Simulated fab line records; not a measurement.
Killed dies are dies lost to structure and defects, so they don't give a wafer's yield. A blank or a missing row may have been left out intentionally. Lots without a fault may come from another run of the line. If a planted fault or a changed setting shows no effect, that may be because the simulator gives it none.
8D (eight disciplines) problem report, filled in by code + flow nand-harc + the parts of the form that need people (team, actions taken, sign-off) are left out

## 1. THE ISSUE
Wafers without a fault read 32, standard deviation 9; killed-dies at NHARC_END_SORT_01 reads a mean of 125 on 6 wafers belonging to 2 lots. Measured from the usual mean, that is +10 standard deviations.
The first sign was on wafer L853.1 at day 22 15:31, on prober-02. The record has a number at this step for 6 wafers belonging to 2 lots. Rule for "out", or "out of limits": more than 4 standard deviations from the usual mean. Any other wafer with a number is counted as sound.

## 2. WHAT THIS IS AND IS NOT
| question                    | is                           | is not                                                          |
|-----------------------------|------------------------------|-----------------------------------------------------------------|
| which readings at this step | killed-dies, killed-at-array | killed-at-other, killed-at-periphery, killed-open, killed-short |
| which lots                  | L853, L856                   | -                                                               |
| which wafers of those lots  | all that have a number       | -                                                               |
| read on which gauges        | prober-02                    | -                                                               |
| when                        | from day 22 15:31            | up to then (0 sound wafers)                                     |

## 3. WHAT RULES OUT EACH SUSPECT
Counting: a tool at any process step up to the reading remains a suspect when it ran all the lots that are out and ran no sound lot after the first of those.
- the gauge at NHARC_END_SORT_01: kept. All the wafers that are out were read on prober-02, and no step on other tools shows them out.
- rie-diel-13 at NHARC_A_STAIRCASE_ETCH_232 (etches the open film in C4F8/O2, target depth 100 nm, time 40.5 s): kept. It ran every lot that is out, first L853 (day 14 19:34), and no sound lot after that.
- plasma-asher-01 at NHARC_THIN_TSV_STRIP_62 (strips in N2/H2, time 20 s): kept. It ran every lot that is out, first L853 (day 21 18:58), and no sound lot after that.
Still standing after the count: rie-diel-13 at NHARC_A_STAIRCASE_ETCH_232, plasma-asher-01 at NHARC_THIN_TSV_STRIP_62, prober-02 at NHARC_END_SORT_01.

## 4. THE CAUSE (what the simulator had put in)
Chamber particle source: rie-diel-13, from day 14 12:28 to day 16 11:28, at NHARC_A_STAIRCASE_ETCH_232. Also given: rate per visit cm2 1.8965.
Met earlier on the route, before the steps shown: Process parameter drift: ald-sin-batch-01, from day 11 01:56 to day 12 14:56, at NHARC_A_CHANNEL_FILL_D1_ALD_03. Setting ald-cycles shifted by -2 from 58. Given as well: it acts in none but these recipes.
Counting leaves 3 suspects; this tool is one of them.

## 5. SEQUENCE OF EFFECTS, ordered by route
Each row: a reading where the mean over the struck wafers with a number is more than 3 standard deviations away from the usual. Readings are gone through only where the record gives a usual standard deviation; hours: the median, over the lots, of the time from a lot's start at the first step in this table giving one to that lot's start at this step; sigmas: the change measured in usual standard deviations.
| hours | step              | reading         | usual | on struck wafers | change | sigmas |
|-------|-------------------|-----------------|-------|------------------|--------|--------|
| 0     | NHARC_END_SORT_01 | killed-at-array | 29    | 124              | +94    | +10    |
| 0     | NHARC_END_SORT_01 | killed-dies     | 32    | 125              | +93    | +10    |

## 6. WHAT WOULD HAVE CAUGHT IT SOONER
Counted from the fault's start at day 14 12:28, it took 195 hours until the first out-of-limits reading at a measuring or inspecting step in this record, taken at day 22 15:31.
Of the tool readings at NHARC_A_STAIRCASE_ETCH_232 for which the record gives a usual standard deviation, none was out on any struck wafer, so an alarm limit of 4 standard deviations on them would not have fired.
All the lots that are out (2) had begun NHARC_A_STAIRCASE_ETCH_232 on rie-diel-13 by day 22 15:31. Holding the tool at that point would not have protected any of them.
